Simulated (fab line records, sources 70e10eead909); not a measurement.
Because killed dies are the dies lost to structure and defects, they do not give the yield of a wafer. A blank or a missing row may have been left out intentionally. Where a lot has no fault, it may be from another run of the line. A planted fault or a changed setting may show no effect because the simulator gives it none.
fab line records	flow nand_harc
[record] lots = 6	wafers = 18	last_day = 25
route steps=1159 shown THIN_TSV@1127 END@1158
lots with no fault: from the same line, run without faults
start_h: the number of hours between the record's first day and the start of the first shown wafer of the lot	wait_h: how many hours have passed since the lot's step before this one	" same as the row above	L1.1+2: a row that stands for several wafers	- value missing, or start not given	* or withheld: withheld	< > ~ a bound
route shown NAME@n: NAME is a module with steps in the file, n the number in the route of the first one	usual: mean and standard deviation over wafers with no fault	same: alike in all rows	chamber/n: place in a boat	sites: readings site by site	_std_site: how widely they spread, as a standard deviation	_edge_site: outer sites' mean less inner sites'	radius_mm: how far each site lies from the wafer's centre	mask NAME#n: copy n	behind: tool/chamber where the wafer was last shaped	hold: what put the lot on hold/how long, in hours/how the hold closed	device: the transistor (n, p or np) that didn't switch	end of line: the tests these same wafers got at the end of their route	a step given without rows: its recipe and nothing more	killed: count of dies lost to structure and defects at first sort (not the wafer's yield)	map: a wafer's dies, x killed, . not, _ none there
set.NAME: setting as actually run; set.NAME@STEP: the setting as run at that earlier step	model.NAME: the simulator's own value behind a step, which no gauge read
a table for each step, a row for each wafer; lots at some steps of the route
services: the hour from which a tool's chamber was out of use, counted from the record's first day as start_h (under 0 if before that day), plus the number of hours and why
[[steps]]
[step NHARC_THIN_TSV_DEGAS_49]
[recipe] temp_c = 300	time_s = 120
[step NHARC_THIN_TSV_PRE_CLEAN_50]
[recipe] time_s = 30	temp_c = 280	gas = H2/He
[step NHARC_THIN_TSV_PVD_19]
[recipe] target_thk_a = 200	chamber_pressure_pa = 5	material = TaN
[step NHARC_THIN_TSV_PVD_51]
[recipe] target_thk_a = 1000	chamber_pressure_pa = 5	material = Cu
[usual] throttle_valve_pct = 30.3/1.1
lot.wafer	tool	chamber	start_h	wait_h	throttle_valve_pct
L204.3	pvd_sputter-02	-	-	-	31.8
L204.4	"	-	"	"	29.8
L204.1	"	-	"	"	30.0
L206.3	pvd_sputter-02	-	-	-	29.6
L206.1	"	-	"	"	30.0
L206.4	"	-	"	"	28.3
L211.1	pvd_sputter-01	-	-	-	30.5
L211.6	"	-	"	"	31.8
L211.5	"	-	"	"	29.8
L212.2	pvd_sputter-03	-	-	-	31.0
L212.1	"	-	"	"	30.4
L212.5	"	-	"	"	31.0
L222.4	pvd_sputter-03	-	-	-	30.9
L222.2	"	-	"	"	30.3
L222.6	"	-	"	"	30.9
L223.1	pvd_sputter-03	-	-	-	30.8
L223.5	"	-	"	"	30.7
L223.6	"	-	"	"	30.3
[step NHARC_THIN_TSV_ECD_20]
[recipe] target_thk_a = 20000	material = Cu
[step NHARC_THIN_TSV_ANNEAL_52]
[recipe] temp_c = 225	time_s = 90
[step NHARC_THIN_TSV_CMP_21]
[recipe] t_overpolish_s = 30	target_thk_nm = 2000
[usual] motor_current_A = 11.9/1.5	overpolish_run_s = 30.002/0.009
lot.wafer	tool	chamber	start_h	wait_h	motor_current_A	overpolish_run_s
L204.3	cmp-01	1	448.21	-	10.5	30.004
L204.1	"	3	"	"	13.5	29.998
L204.4	"	0	"	"	12.7	29.992
L206.4	cmp-02	1	458.59	-	11.4	29.988
L206.3	"	2	"	"	12.3	29.998
L206.1	"	3	"	"	11.6	29.990
L211.1	cmp-02	1	492.33	-	11.0	29.993
L211.5	"	0	"	"	9.7	29.998
L211.6	"	1	"	"	11.3	29.992
L212.2	cmp-03	3	514.18	-	10.5	29.997
L212.1	"	0	"	"	13.1	29.992
L212.5	"	3	"	"	10.1	30.017
L222.4	cmp-02	0	564.52	-	9.6	30.004
L222.2	"	2	"	"	12.0	30.006
L222.6	"	0	"	"	9.4	29.993
L223.1	cmp-03	1	570.89	-	12.8	30.008
L223.5	"	3	"	"	11.3	30.014
L223.6	"	0	"	"	12.9	30.001
[step NHARC_THIN_TSV_SRD_23]
[step NHARC_THIN_TSV_DEGAS_53]
[recipe] temp_c = 300	time_s = 60
[usual] heater_power_w = 468/47
[same] time_s = 60
lot.wafer	tool	chamber	start_h	wait_h	heater_power_w
L204.1	pvd_sputter-03	-	448.66	0.1	468
L204.4	"	-	"	"	442
L204.3	"	-	"	"	464
L206.4	pvd_sputter-02	-	459.06	0.1	547
L206.1	"	-	"	"	458
L206.3	"	-	"	"	412
L211.1	pvd_sputter-02	-	492.79	0.1	453
L211.5	"	-	"	"	561
L211.6	"	-	"	"	449
L212.1	pvd_sputter-02	-	514.62	0.1	464
L212.2	"	-	"	"	442
L212.5	"	-	"	"	408
L222.4	pvd_sputter-03	-	564.95	0.1	441
L222.2	"	-	"	"	458
L222.6	"	-	"	"	444
L223.1	pvd_sputter-03	-	571.29	0.1	449
L223.5	"	-	"	"	450
L223.6	"	-	"	"	470
[step NHARC_THIN_TSV_PRE_CLEAN_54]
[recipe] time_s = 30	temp_c = 280	gas = H2/He
[step NHARC_THIN_TSV_PVD_55]
[recipe] target_thk_a = 500	material = TiN
[step NHARC_THIN_TSV_PVD_24]
[recipe] target_thk_a = 8000	power_w = withheld	chamber_pressure_pa = withheld	substrate_temp_c = withheld	time_s = withheld	gas = Ar	material = Al
lot.wafer	tool	chamber	start_h	wait_h
L204.4+1+3	pvd_sputter-03	-	448.97	0.1
L206.3+4+1	pvd_sputter-02	-	459.54	0.2
L211.1+6+5	pvd_sputter-02	-	493.06	0.1
L212.1+2+5	pvd_sputter-02	-	514.95	0.1
L222.4+2+6	pvd_sputter-03	-	565.31	0.2
L223.1+5+6	pvd_sputter-03	-	571.92	0.3
[step NHARC_THIN_TSV_DEHYDRATE_25]
[recipe] temp_c = 150	time_s = 120
[step NHARC_THIN_TSV_HMDS_26]
[recipe] time_s = 30
[step NHARC_THIN_TSV_COAT_27]
[recipe] spin_rpm = *
[step NHARC_THIN_TSV_SOFTBAKE_28]
[recipe] temp_c = 122	time_s = 95
[step NHARC_THIN_TSV_EBR_29]
[step NHARC_THIN_TSV_EXPOSE_30]
[recipe] na = 0.55	dose_mj = 11.47	mask_id = PAD
[step NHARC_THIN_TSV_PEB_31]
[recipe] peb_temp_c = 118	peb_time_s = 85
[step NHARC_THIN_TSV_DEVELOP_32]
[recipe] time_s = 70
[step NHARC_THIN_TSV_CD_MEAS_33]
[recipe] target_cd_nm = 5000	landing_energy_ev = 500
[usual] cd_nm = 5000.3/2.7
lot.wafer	tool	chamber	start_h	wait_h	cd_nm
L204.1	cd_sem-03	0	449.82	-	4997.4
L204.3	"	0	"	"	5004.9
L204.4	"	0	"	"	4998.0
L206.1	cd_sem-02	0	460.32	-	4999.0
L206.3	"	0	"	"	5002.4
L206.4	"	0	"	"	5004.0
L211.1	cd_sem-02	0	493.78	-	4995.9
L211.5	"	0	"	"	5000.1
L211.6	"	0	"	"	4996.1
L212.1	cd_sem-02	0	515.73	-	4998.0
L212.2	"	0	"	"	4997.1
L212.5	"	0	"	"	4997.9
L222.2	cd_sem-01	0	566.10	-	5001.7
L222.4	"	0	"	"	5002.1
L222.6	"	0	"	"	5001.3
L223.1	cd_sem-03	0	572.60	-	5002.7
L223.5	"	0	"	"	5003.3
L223.6	"	0	"	"	5002.0
[step NHARC_THIN_TSV_HARDBAKE_34]
[recipe] temp_c = 125	time_s = 80
[step NHARC_THIN_TSV_DESCUM_35]
[recipe] time_s = 3	o2_flow_sccm = 200	ar_flow_sccm = 0	bias_power_w = 0	chemistry = O2
[usual] drypump_motor_current_A = 5.8/0.42	o2_flow_sccm = 200.0/0.57	oes_product_au = 1.002/0.014	rf_vpp_V = 57.7/1	showerhead_plenum_p_Torr = 1.90/0.1	throttle_valve_pct = 11.311/0.0099
[same] time_s = 3
lot.wafer	tool	chamber	start_h	wait_h	drypump_motor_current_A	o2_flow_sccm	oes_product_au	rf_hours_counter_h	rf_vpp_V	showerhead_plenum_p_Torr	throttle_valve_pct
L204.3	rie_diel-10	3	449.98	-	6.0	200.3	0.991	8	57.3	1.89	11.321
L204.1	"	0	"	"	5.3	200.4	1.008	8	58.5	1.78	11.320
L204.4	"	1	"	"	5.4	200.2	0.996	9	56.6	1.95	11.302
L206.3	rie_diel-06	1	460.48	-	5.9	200.6	1.011	2	58.5	1.78	11.315
L206.4	"	2	"	"	6.0	200.3	1.018	3	57.4	2.05	11.321
L206.1	"	3	"	"	6.5	200.3	1.001	4	58.5	2.04	11.319
L211.1	rie_diel-03	1	493.97	-	5.7	200.6	1.005	12	56.5	1.77	11.316
L211.6	"	2	"	"	5.6	199.8	0.988	-	57.7	1.92	11.323
L211.5	"	3	"	"	6.0	199.8	1.000	-	55.7	1.78	11.301
L212.2	rie_diel-03	2	515.90	-	5.6	200.7	1.000	13	57.3	1.92	11.316
L212.1	"	3	"	"	6.0	200.7	0.999	13	58.2	1.78	11.298
L212.5	"	1	"	"	5.7	199.9	1.002	-	58.6	1.77	11.299
L222.4	rie_diel-03	2	566.27	-	5.7	200.1	1.010	19	56.0	1.92	11.320
L222.2	"	3	"	"	6.0	200.1	0.994	18	55.7	1.78	11.297
L222.6	"	1	"	"	5.6	200.1	0.997	-	57.3	1.77	11.315
L223.1	rie_diel-10	3	572.77	-	6.1	200.4	0.988	3	57.8	1.89	11.307
L223.5	"	2	"	"	4.9	200.2	1.007	-	57.2	1.77	11.317
L223.6	"	3	"	"	6.0	199.6	0.992	-	58.0	1.89	11.322
[step NHARC_THIN_TSV_ETCH_59]
[recipe] target_depth_a = 8800	icp_w = 900	bias_w = 100	Cl2_flow_sccm = 60	bcl3_flow_sccm = 30	time_s = 138.1	chemistry = Cl2/BCl3
[usual] drypump_motor_current_A = 6.11/0.24	oes_product_au = 0.997/0.0099	throttle_valve_pct = 22.263/0.0085
[same] time_s = 138.1
lot.wafer	tool	chamber	start_h	wait_h	drypump_motor_current_A	oes_product_au	rf_hours_counter_h	throttle_valve_pct
L204.1	rie_metal-03	0	450.11	0.1	6.30	1.000	4.4	22.261
L204.4	"	0	"	"	6.31	1.003	-	22.264
L204.3	"	1	"	"	6.52	1.009	-	22.255
L206.1	rie_metal-01	1	460.64	0.1	5.84	0.995	3.8	22.254
L206.4	"	0	"	"	6.00	1.008	-	22.271
L206.3	"	1	"	"	5.86	0.982	-	22.265
L211.1	rie_metal-03	0	494.06	0.1	6.27	0.999	0.9	22.254
L211.6	"	0	"	"	6.28	0.994	-	22.259
L211.5	"	1	"	"	6.50	0.994	-	22.265
L212.2	rie_metal-03	0	516.02	0.1	6.26	1.000	1.4	22.269
L212.1	"	1	"	"	6.52	0.986	1.4	22.252
L212.5	"	0	"	"	6.28	1.005	-	22.257
L222.2	rie_metal-01	1	566.39	0.1	5.81	0.988	1.2	22.259
L222.4	"	1	"	"	5.84	0.988	-	22.246
L222.6	"	1	"	"	5.84	0.988	-	22.276
L223.1	rie_metal-03	0	572.92	0.1	6.26	0.989	2.9	22.262
L223.5	"	1	"	"	6.50	0.998	-	22.262
L223.6	"	0	"	"	6.28	0.992	-	22.265
[step NHARC_THIN_TSV_ETCH_36]
[recipe] target_depth_a = 650	over_etch_frac = 0.3	time_s = 18.571	ion_energy_ev = 150	chemistry = Cl2/BCl3
[step NHARC_THIN_TSV_STRIP_56]
[recipe] power_w = 1500	temp_c = 250	chemistry = O2
[step NHARC_THIN_TSV_STRIP_57]
[recipe] time_s = 1200	temp_c = 72.5	chemistry = post_etch_residue_remover
[step NHARC_THIN_TSV_CD_MEAS_37]
[usual] cd_nm = 4998/4.1
lot.wafer	tool	chamber	start_h	wait_h	cd_nm
L204.1	cd_sem-01	-	451.74	-	4992
L204.3	"	-	"	"	5002
L204.4	"	-	"	"	4994
L206.1	cd_sem-01	-	462.32	-	5000
L206.3	"	-	"	"	5003
L206.4	"	-	"	"	5006
L211.1	cd_sem-03	-	495.21	-	4993
L211.5	"	-	"	"	4998
L211.6	"	-	"	"	4992
L212.1	cd_sem-01	-	517.17	-	4996
L212.2	"	-	"	"	4994
L212.5	"	-	"	"	4996
L222.2	cd_sem-03	-	567.55	-	4997
L222.4	"	-	"	"	4999
L222.6	"	-	"	"	4994
L223.1	cd_sem-03	-	574.03	-	5009
L223.5	"	-	"	"	5008
L223.6	"	-	"	"	5002
[step NHARC_THIN_TSV_ANNEAL_58]
[recipe] temp_c = 400	time_s = 1800
[step NHARC_THIN_TSV_INSPECT_40]
[usual] raw_defect_count = 492/94
lot.wafer	tool	chamber	start_h	wait_h	raw_defect_count
L204.1	defect_inspect-01	-	455.96	0.4	376
L204.3	"	-	"	"	313
L204.4	"	-	"	"	353
L206.1	defect_inspect-01	-	466.56	0.4	509
L206.3	"	-	"	"	427
L206.4	"	-	"	"	458
L211.1	defect_inspect-02	-	498.87	0.4	411
L211.5	"	-	"	"	354
L211.6	"	-	"	"	441
L212.1	defect_inspect-01	-	521.39	0.4	527
L212.2	"	-	"	"	502
L212.5	"	-	"	"	507
L222.2	defect_inspect-01	-	570.59	0.4	418
L222.4	"	-	"	"	390
L222.6	"	-	"	"	541
L223.1	defect_inspect-01	-	577.92	0.4	534
L223.5	"	-	"	"	504
L223.6	"	-	"	"	523
[step NHARC_END_WLT_00]
[usual] VT_DECK1_BOTTOM = 0.871/0.0081	VT_DECK1_BOTTOM_INNER = 0.871/0.008	VT_DECK1_MEDIAN_NEAR_BOTTOM = 0.872/0.0078	VT_DECK1_MEDIAN_NEAR_BOTTOM_INNER = 0.872/0.0078	VT_DECK1_MIDDLE = 0.885/0.0065	VT_DECK1_MIDDLE_INNER = 0.884/0.0069	VT_DECK1_TOP = 0.897/0.0061	VT_DECK1_TOP_INNER = 0.896/0.0065
lot.wafer	tool	chamber	start_h	wait_h	VT_DECK1_BOTTOM	VT_DECK1_BOTTOM_INNER	VT_DECK1_MEDIAN_NEAR_BOTTOM	VT_DECK1_MEDIAN_NEAR_BOTTOM_INNER	VT_DECK1_MIDDLE	VT_DECK1_MIDDLE_INNER	VT_DECK1_TOP	VT_DECK1_TOP_INNER
L204.1	prober-02	-	464.03	8.1	0.873	0.872	0.863	0.876	0.888	0.886	0.901	0.897
L204.3	"	-	465.04	9.1	0.888	0.886	0.880	0.883	0.898	0.900	0.901	0.901
L204.4	"	-	"	"	0.878	0.886	0.888	0.880	0.892	0.890	0.904	0.899
L206.1	prober-01	-	471.64	5.1	0.859	0.864	0.865	0.868	0.873	0.882	0.884	0.887
L206.3	"	-	472.65	6.1	0.871	0.867	0.870	0.865	0.886	0.887	0.886	0.879
L206.4	"	-	"	"	0.868	0.855	0.860	0.862	0.875	0.878	0.895	0.887
L211.5	prober-01	-	500.92	2.0	0.876	0.876	0.883	0.881	0.885	0.884	0.896	0.893
L212.2	prober-02	-	521.96	0.6	0.880	0.889	0.877	0.883	0.904	0.893	0.907	0.903
L222.2	prober-01	-	575.44	4.8	0.881	0.877	0.872	0.874	0.883	0.891	0.893	0.900
L222.4	"	-	576.46	5.9	0.873	0.872	0.871	0.881	0.887	0.880	0.898	0.902
L222.6	"	-	577.47	6.9	0.866	0.865	0.856	0.867	0.880	0.882	0.896	0.896
L223.1	prober-02	-	590.35	12.4	0.864	0.867	0.863	0.867	0.879	0.872	0.895	0.883
L223.5	"	-	592.36	14.4	0.858	0.857	0.856	0.860	0.881	0.873	0.878	0.888
L223.6	"	-	"	"	0.868	0.858	0.871	0.879	0.882	0.875	0.888	0.887
[step NHARC_END_SORT_01]
[recipe] temp_c = 25
[usual] defect_limited_yield = 95.4/1.8	killed_at_array = 28/11	killed_at_other = 0.7/0.88	killed_at_periphery = 3.1/2.2	killed_dies = 31/12	killed_open = 3.3/2	killed_short = 2.0/1.6	sort_bin_2_pct = 1.5/0.73	sort_bin_3_pct = 0.27/0.22	sort_bin_4_pct = 2.9/1.1	sort_n_pass = 646/12	sort_rim_yield_pct = 93/3.9	sort_yield_pct = 95.4/1.8
[same] gross_dies = 677	sort_bin_5_pct[%] = 0	sort_bin_6_pct[%] = 0	sort_bin_7_pct[%] = 0	sort_bin_8_pct[%] = 0	sort_rim_n_gross = 106.00
lot.wafer	tool	chamber	start_h	wait_h	defect_limited_yield[%]	killed_at_array	killed_at_other	killed_at_periphery	killed_dies	killed_open	killed_short	sort_bin_2_pct[%]	sort_bin_3_pct[%]	sort_bin_4_pct[%]	sort_n_pass	sort_rim_yield_pct[%]	sort_yield_pct[%]
L204.1	prober-02	0	467.06	2.5	98.2	10	0	2	12	2	2	0.6	0	1.2	665	96	98.2
L204.3	prober-02	0	468.67	3.1	98.2	11	0	1	12	4	1	0.3	0.30	1.2	665	99	98.2
L204.4	prober-02	0	469.48	3.4	97.6	10	1	5	16	3	5	1.0	0.30	1.0	661	95	97.6
L211.1	prober-01	0	501.93	2.5	0	29	648	0	677	0	0	1.2	95.86	3.0	0	0	0
L211.6	prober-01	0	505.92	4.0	0	24	650	3	677	4	2	1.2	96.01	2.8	0	0	0
L212.1	prober-02	0	524.48	2.5	0	42	633	2	677	5	1	2.5	93.80	3.7	0	0	0
L212.5	prober-02	0	527.68	3.7	0	35	640	2	677	1	1	1.8	94.83	3.4	0	0	0
// killed by level:class
L204.1 A_CHANNEL_HOLE_D1:chamber_film_flake=4 A_CONTACT:chamber_film_flake=2 P_CONTACT:geometric_particle:short=1 P_M0:geometric_particle:open=1 A_ONON_D1:geometric_particle:open=1 A_WL_FILL:geometric_particle:short=1 A_WL_FILL:chamber_film_flake=1 A_BLC:chamber_film_flake=1
L204.3 A_CONTACT:geometric_particle:open=2 A_M0:geometric_particle:open=2 A_CHANNEL_HOLE_D1:chamber_film_flake=2 A_CONTACT:chamber_film_flake=2 A_SLIT:chamber_film_flake=1 A_CHANNEL_FILL_D1:geometric_particle:short=1 P_ZERO_WELL:chamber_film_flake=1 A_WL_FILL:chamber_film_flake=1
L204.4 P_GATE:geometric_particle:short=3 P_GATE:chamber_film_flake=2 A_CONTACT:chamber_film_flake=2 A_ONON_D1:geometric_particle:open=1 A_WL_FILL:geometric_particle:short=1 A_CONTACT:geometric_particle:open=1 A_CONTACT:geometric_particle:short=1 A_M0:geometric_particle:open=1
L211.1 THIN_TSV:area_pvd=648 A_SLIT:chamber_film_flake=13 A_STAIRCASE:chamber_film_flake=8 A_CHANNEL_HOLE_D1:chamber_film_flake=5 A_CONTACT:chamber_film_flake=2 A_CHANNEL_FILL_D1:chamber_film_flake=1
L211.6 THIN_TSV:area_pvd=650 A_SLIT:chamber_film_flake=8 A_CHANNEL_HOLE_D1:chamber_film_flake=4 A_STAIRCASE:chamber_film_flake=4 A_CONTACT:chamber_film_flake=3 P_CONTACT:geometric_particle:open=2 P_GATE:geometric_particle:short=1 A_ONON_D1:geometric_particle:open=1
L212.1 THIN_TSV:area_pvd=633 A_CHANNEL_HOLE_D1:chamber_film_flake=15 A_SLIT:chamber_film_flake=11 A_STAIRCASE:chamber_film_flake=4 A_WL_FILL:geometric_particle:open=2 A_CONTACT:geometric_particle:open=2 A_WL_FILL:chamber_film_flake=2 A_CONTACT:chamber_film_flake=2
L212.5 THIN_TSV:area_pvd=640 A_CHANNEL_HOLE_D1:chamber_film_flake=16 A_SLIT:chamber_film_flake=8 A_STAIRCASE:chamber_film_flake=5 A_CONTACT:chamber_film_flake=2 A_CHANNEL_FILL_D1:geometric_particle:short=1 A_BLC:geometric_particle:open=1 P_ZERO_WELL:chamber_film_flake=1
// map L211.1 (x killed, . not)
____________x____________
_________xxxxxxx_________
_______xxxxxxxxxxx_______
______xxxxxxxxxxxxx______
_____xxxxxxxxxxxxxxx_____
____xxxxxxxxxxxxxxxxx____
____xxxxxxxxxxxxxxxxx____
___xxxxxxxxxxxxxxxxxxx___
___xxxxxxxxxxxxxxxxxxx___
__xxxxxxxxxxxxxxxxxxxxx__
__xxxxxxxxxxxxxxxxxxxxx__
_xxxxxxxxxxxxxxxxxxxxxxx_
_xxxxxxxxxxxxxxxxxxxxxxx_
_xxxxxxxxxxxxxxxxxxxxxxx_
_xxxxxxxxxxxxxxxxxxxxxxx_
_xxxxxxxxxxxxxxxxxxxxxxx_
xxxxxxxxxxxxxxxxxxxxxxxxx
xxxxxxxxxxxxxxxxxxxxxxxxx
xxxxxxxxxxxxxxxxxxxxxxxxx
xxxxxxxxxxxxxxxxxxxxxxxxx
xxxxxxxxxxxxxxxxxxxxxxxxx
_xxxxxxxxxxxxxxxxxxxxxxx_
_xxxxxxxxxxxxxxxxxxxxxxx_
_xxxxxxxxxxxxxxxxxxxxxxx_
_xxxxxxxxxxxxxxxxxxxxxxx_
_xxxxxxxxxxxxxxxxxxxxxxx_
__xxxxxxxxxxxxxxxxxxxxx__
__xxxxxxxxxxxxxxxxxxxxx__
___xxxxxxxxxxxxxxxxxxx___
___xxxxxxxxxxxxxxxxxxx___
____xxxxxxxxxxxxxxxxx____
____xxxxxxxxxxxxxxxxx____
_____xxxxxxxxxxxxxxx_____
______xxxxxxxxxxxxx______
_______xxxxxxxxxxx_______
_________xxxxxxx_________
____________x____________
// map L212.1 (x killed, . not)
____________x____________
_________xxxxxxx_________
_______xxxxxxxxxxx_______
______xxxxxxxxxxxxx______
_____xxxxxxxxxxxxxxx_____
____xxxxxxxxxxxxxxxxx____
____xxxxxxxxxxxxxxxxx____
___xxxxxxxxxxxxxxxxxxx___
___xxxxxxxxxxxxxxxxxxx___
__xxxxxxxxxxxxxxxxxxxxx__
__xxxxxxxxxxxxxxxxxxxxx__
_xxxxxxxxxxxxxxxxxxxxxxx_
_xxxxxxxxxxxxxxxxxxxxxxx_
_xxxxxxxxxxxxxxxxxxxxxxx_
_xxxxxxxxxxxxxxxxxxxxxxx_
_xxxxxxxxxxxxxxxxxxxxxxx_
xxxxxxxxxxxxxxxxxxxxxxxxx
xxxxxxxxxxxxxxxxxxxxxxxxx
xxxxxxxxxxxxxxxxxxxxxxxxx
xxxxxxxxxxxxxxxxxxxxxxxxx
xxxxxxxxxxxxxxxxxxxxxxxxx
_xxxxxxxxxxxxxxxxxxxxxxx_
_xxxxxxxxxxxxxxxxxxxxxxx_
_xxxxxxxxxxxxxxxxxxxxxxx_
_xxxxxxxxxxxxxxxxxxxxxxx_
_xxxxxxxxxxxxxxxxxxxxxxx_
__xxxxxxxxxxxxxxxxxxxxx__
__xxxxxxxxxxxxxxxxxxxxx__
___xxxxxxxxxxxxxxxxxxx___
___xxxxxxxxxxxxxxxxxxx___
____xxxxxxxxxxxxxxxxx____
____xxxxxxxxxxxxxxxxx____
_____xxxxxxxxxxxxxxx_____
______xxxxxxxxxxxxx______
_______xxxxxxxxxxx_______
_________xxxxxxx_________
____________x____________
[[services]]
tool	chamber	start_h	hours	kind
cmp-02	-	427.69	3.4	repair
rie_diel-06	2	436.20	4.8	repair
cmp-01	-	440.23	1.1	repair
cmp-02	-	442.35	6.8	repair
cmp-01	-	446.35	1.8	repair
cmp-03	-	450.00	4.0	pm
rie_metal-03	-	453.00	9.0	pm
rie_metal-01	0	453.27	5.8	repair
pvd_sputter-03	-	458.04	10.0	pm
rie_diel-06	3	464.75	4.4	repair
pvd_sputter-01	-	473.36	1.2	repair
pvd_sputter-03	-	476.42	1.3	repair
pvd_sputter-02	-	481.35	2.7	repair
cmp-03	-	485.29	1.7	repair
rie_metal-03	-	487.37	0.3	repair
rie_diel-10	2	494.09	71.9	repair
rie_metal-01	-	509.00	9.0	pm
cmp-02	-	520.50	4.0	pm
cmp-03	-	526.56	0.8	repair
rie_diel-10	-	530.77	9.0	pm
cmp-03	-	548.00	4.0	pm
rie_diel-03	3	550.27	8.3	repair
rie_diel-03	-	569.30	9.0	pm
pvd_sputter-02	-	570.00	10.0	pm
[[key]]
[first_sign] step = NHARC_END_SORT_01	reading = killed_at_other	direction = up	sigmas = 99+	usual = 0.7	struck = 642.8
[effect] step = NHARC_END_SORT_01	reading = sort_bin_3_pct	direction = up	sigmas = 99+	usual = 0.27	struck = 95.13
[more_kills_born_at] NHARC_THIN_TSV_PVD_24@pvd_sputter-02 = 2571
met_at NHARC_THIN_TSV_PVD_24
struck_wafers L211.1,L211.6,L212.1,L212.5
later_rows_left_out L211.1,L211.6,L212.1,L212.5
[fault] kind = process_parameter_drift	tool = pvd_sputter-02	chamber = -	onset_h = 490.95	steps = NHARC_THIN_TSV_PVD_24	channel = target_thk_a	offset = *	shape = step	end_h = 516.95	acts_in = *	stated = *	scope = struck_wafers_only
// later_rows_left_out: the simulator's readings of these wafers behind a module that went badly wrong aren't trusted and aren't shown, but for the sort
